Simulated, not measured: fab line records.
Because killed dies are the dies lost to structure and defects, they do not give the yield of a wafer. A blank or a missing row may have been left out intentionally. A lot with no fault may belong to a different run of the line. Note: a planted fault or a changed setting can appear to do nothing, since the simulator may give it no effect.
Which of the tools did it? || flow nandHarc || Sampling: 13 lots, 39 wafers, 4 of 1302 route steps

## WHAT EACH GAUGE READ, for each wafer
NHARC_A_BLC_CD_MEAS_19. Usual: cdNm reads 99.7 nm (standard deviation 1.4).
{"lot": "L256", "measured": "day 23 15:38", "on": "cdSem-03", "cdNm (nm)": "99.5 99.2 98.5", "flag": ""}
{"lot": "L257", "measured": "day 23 20:16", "on": "cdSem-03", "cdNm (nm)": "97.5 99.6 96.5", "flag": ""}
{"lot": "L260", "measured": "day 24 06:05", "on": "cdSem-02", "cdNm (nm)": "98.4 100.2 100.2", "flag": ""}
{"lot": "L259", "measured": "day 24 09:27", "on": "cdSem-01", "cdNm (nm)": "100.8 98.8 100.6", "flag": ""}
{"lot": "L261", "measured": "day 25 15:43", "on": "cdSem-03", "cdNm (nm)": "97.3 98.3 98.2", "flag": ""}
{"lot": "L264", "measured": "day 26 05:26", "on": "cdSem-03", "cdNm (nm)": "99.1 100.2 99.5", "flag": ""}
{"lot": "L265", "measured": "day 27 07:19", "on": "cdSem-02", "cdNm (nm)": "98.8 103.3 100.8", "flag": ""}
{"lot": "L271", "measured": "day 29 13:11", "on": "cdSem-03", "cdNm (nm)": "97.8 98.6 99.6", "flag": ""}
{"lot": "L269", "measured": "day 29 14:31", "on": "cdSem-03", "cdNm (nm)": "98.8 95.9 102.2", "flag": ""}
{"lot": "L273", "measured": "day 30 22:59", "on": "cdSem-03", "cdNm (nm)": "98.8 100.7 96.6", "flag": ""}
{"lot": "L278", "measured": "day 32 10:31", "on": "cdSem-01", "cdNm (nm)": "100.1 99.7 100.8", "flag": ""}
{"lot": "L276", "measured": "day 32 12:02", "on": "cdSem-02", "cdNm (nm)": "97.8 95.5 100.9", "flag": ""}
{"lot": "L277", "measured": "day 32 18:27", "on": "cdSem-01", "cdNm (nm)": "99.7 101.5 100.8", "flag": ""}

NHARC_A_BLC_INSPECT_28. Usual: rawDefectCount reads 556 (standard deviation 150).
{"lot": "L256", "measured": "day 23 17:42", "on": "defectInspect-01", "rawDefectCount": "510 465 363", "flag": ""}
{"lot": "L257", "measured": "day 23 22:15", "on": "defectInspect-01", "rawDefectCount": "781 908 561", "flag": ""}
{"lot": "L260", "measured": "day 24 08:51", "on": "defectInspect-01", "rawDefectCount": "511 538 551", "flag": ""}
{"lot": "L259", "measured": "day 24 23:34", "on": "defectInspect-01", "rawDefectCount": "589 729 753", "flag": ""}
{"lot": "L261", "measured": "day 25 17:45", "on": "defectInspect-02", "rawDefectCount": "475 635 639", "flag": ""}
{"lot": "L264", "measured": "day 26 07:24", "on": "defectInspect-02", "rawDefectCount": "581 887 500", "flag": ""}
{"lot": "L265", "measured": "day 27 09:18", "on": "defectInspect-01", "rawDefectCount": "713 721 648", "flag": ""}
{"lot": "L271", "measured": "day 29 15:10", "on": "defectInspect-02", "rawDefectCount": "527 558 597", "flag": ""}
{"lot": "L269", "measured": "day 29 16:32", "on": "defectInspect-01", "rawDefectCount": "665 929 739", "flag": ""}
{"lot": "L273", "measured": "day 31 00:57", "on": "defectInspect-02", "rawDefectCount": "392 417 326", "flag": ""}
{"lot": "L278", "measured": "day 32 12:30", "on": "defectInspect-01", "rawDefectCount": "627 537 481", "flag": ""}
{"lot": "L276", "measured": "day 32 14:00", "on": "defectInspect-01", "rawDefectCount": "444 439 454", "flag": ""}
{"lot": "L277", "measured": "day 32 20:30", "on": "defectInspect-01", "rawDefectCount": "376 317 412", "flag": ""}

NHARC_A_M0_CD_MEAS_09: the cd target is 80 nm. Usual: cdNm reads 80.1 nm (standard deviation 0.59).
{"lot": "L256", "measured": "day 23 18:37", "on": "cdSem-01", "cdNm (nm)": "80.6 81.1 81.4", "flag": ""}
{"lot": "L257", "measured": "day 23 23:11", "on": "cdSem-03", "cdNm (nm)": "80.3 80.9 80.9", "flag": ""}
{"lot": "L260", "measured": "day 24 09:45", "on": "cdSem-02", "cdNm (nm)": "80.0 80.1 80.4", "flag": ""}
{"lot": "L259", "measured": "day 25 00:28", "on": "cdSem-03", "cdNm (nm)": "79.9 79.7 80.6", "flag": ""}
{"lot": "L261", "measured": "day 25 18:39", "on": "cdSem-02", "cdNm (nm)": "81.0 80.3 80.5", "flag": ""}
{"lot": "L264", "measured": "day 26 08:18", "on": "cdSem-02", "cdNm (nm)": "80.0 81.4 80.4", "flag": ""}
{"lot": "L265", "measured": "day 27 10:12", "on": "cdSem-01", "cdNm (nm)": "79.4 80.3 79.7", "flag": ""}
{"lot": "L271", "measured": "day 29 16:04", "on": "cdSem-01", "cdNm (nm)": "81.6 82.2 81.3", "flag": ""}
{"lot": "L269", "measured": "day 29 17:26", "on": "cdSem-03", "cdNm (nm)": "81.7 81.1 81.6", "flag": ""}
{"lot": "L273", "measured": "day 31 01:52", "on": "cdSem-01", "cdNm (nm)": "82.0 81.7 81.7", "flag": ""}
{"lot": "L278", "measured": "day 32 13:24", "on": "cdSem-01", "cdNm (nm)": "79.2 80.0 79.9", "flag": ""}
{"lot": "L276", "measured": "day 32 14:48", "on": "cdSem-01", "cdNm (nm)": "79.6 79.3 79.4", "flag": ""}
{"lot": "L277", "measured": "day 32 21:24", "on": "cdSem-01", "cdNm (nm)": "80.3 81.0 80.2", "flag": ""}

## WHICH TOOL RAN EACH LOT (tool, then ch and the chambers of the sampled wafers, then the start)
{"lot": "L256", "NHARC_A_M0_EXPOSE_06": "arfiScanner-01 ch 0, day 23 18:29"}
{"lot": "L257", "NHARC_A_M0_EXPOSE_06": "arfiScanner-02 ch 0, day 23 23:02"}
{"lot": "L260", "NHARC_A_M0_EXPOSE_06": "arfiScanner-03 ch 0, day 24 09:37"}
{"lot": "L259", "NHARC_A_M0_EXPOSE_06": "arfiScanner-02 ch 0, day 25 00:20"}
{"lot": "L261", "NHARC_A_M0_EXPOSE_06": "arfiScanner-03 ch 0, day 25 18:31"}
{"lot": "L264", "NHARC_A_M0_EXPOSE_06": "arfiScanner-03 ch 0, day 26 08:10"}
{"lot": "L265", "NHARC_A_M0_EXPOSE_06": "arfiScanner-01 ch 0, day 27 10:04"}
{"lot": "L271", "NHARC_A_M0_EXPOSE_06": "arfiScanner-01 ch 0, day 29 15:56"}
{"lot": "L269", "NHARC_A_M0_EXPOSE_06": "arfiScanner-01 ch 0, day 29 17:18"}
{"lot": "L273", "NHARC_A_M0_EXPOSE_06": "arfiScanner-01 ch 0, day 31 01:43"}
{"lot": "L278", "NHARC_A_M0_EXPOSE_06": "arfiScanner-02 ch 0, day 32 13:16"}
{"lot": "L276", "NHARC_A_M0_EXPOSE_06": "arfiScanner-02 ch 0, day 32 14:39"}
{"lot": "L277", "NHARC_A_M0_EXPOSE_06": "arfiScanner-03 ch 0, day 32 21:16"}
- NHARC_A_M0_EXPOSE_06: exposes mask A M0, target cd 80 nm.

## AS READ BY THE TOOLS THEMSELVES (means over the sampled wafers that have a number; for cases with no such wafer, the mark the record gives instead)
NHARC_A_M0_EXPOSE_06. Usual: exposureDoseMJCm2 reads 83.4 (standard deviation 0.37).
{"lot": "L256", "tool": "arfiScanner-01", "exposureDoseMJCm2": 84.1, "flag": ""}
{"lot": "L257", "tool": "arfiScanner-02", "exposureDoseMJCm2": 83.1, "flag": ""}
{"lot": "L260", "tool": "arfiScanner-03", "exposureDoseMJCm2": 83.2, "flag": ""}
{"lot": "L259", "tool": "arfiScanner-02", "exposureDoseMJCm2": 83.2, "flag": ""}
{"lot": "L261", "tool": "arfiScanner-03", "exposureDoseMJCm2": 83.1, "flag": ""}
{"lot": "L264", "tool": "arfiScanner-03", "exposureDoseMJCm2": 83.2, "flag": ""}
{"lot": "L265", "tool": "arfiScanner-01", "exposureDoseMJCm2": 83.9, "flag": ""}
{"lot": "L271", "tool": "arfiScanner-01", "exposureDoseMJCm2": 87.3, "flag": "OFF"}
{"lot": "L269", "tool": "arfiScanner-01", "exposureDoseMJCm2": 86.6, "flag": "OFF"}
{"lot": "L273", "tool": "arfiScanner-01", "exposureDoseMJCm2": 86.2, "flag": "OFF"}
{"lot": "L278", "tool": "arfiScanner-02", "exposureDoseMJCm2": 83.3, "flag": ""}
{"lot": "L276", "tool": "arfiScanner-02", "exposureDoseMJCm2": 83.3, "flag": ""}
{"lot": "L277", "tool": "arfiScanner-03", "exposureDoseMJCm2": 83.3, "flag": ""}

## THE ANSWER, worked out from the rows above alone
Rule: a lot counts as off when the mean over its wafers that have a number is more than 3 standard deviations away from the usual mean. A lot without any number at a reading at which 4 lots or more have one is off too. Any other lot the step has rows for is counted as sound. The gauges are gone through in route order, then the tools' own readings, and for those a lot's mean is taken as printed above. The first step at which some lot is off is used, and at that step the reading that is off furthest; a lot without a number counts as furthest.
Off at NHARC_A_M0_EXPOSE_06 (exposureDoseMJCm2): L271, L269, L273.
A tool fits if, at that step or a process step before it, it ran every lot that is off, and no sound lot after the first of them. One candidate fits, namely arfiScanner-01 at NHARC_A_M0_EXPOSE_06. A fault onset in the window from L265 (day 27 10:04, its last sound lot) to L271 (day 29 15:56, its first lot off) fits.
On the lots that are off, the tool's own readings at NHARC_A_M0_EXPOSE_06 differ by more than 5 times the standard deviation of the sound lots' means, which bears it out; exposureDoseMJCm2 reads 86.7 there versus 83.4 on the sound lots.

## WHAT THE SIMULATOR PUT IN
Process parameters drifting: arfiScanner-01 at NHARC_A_M0_EXPOSE_06, beginning at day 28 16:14. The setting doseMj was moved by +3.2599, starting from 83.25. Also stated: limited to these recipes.
Lots struck among those shown: L271, L269, L273. The rule above reached the same finding.
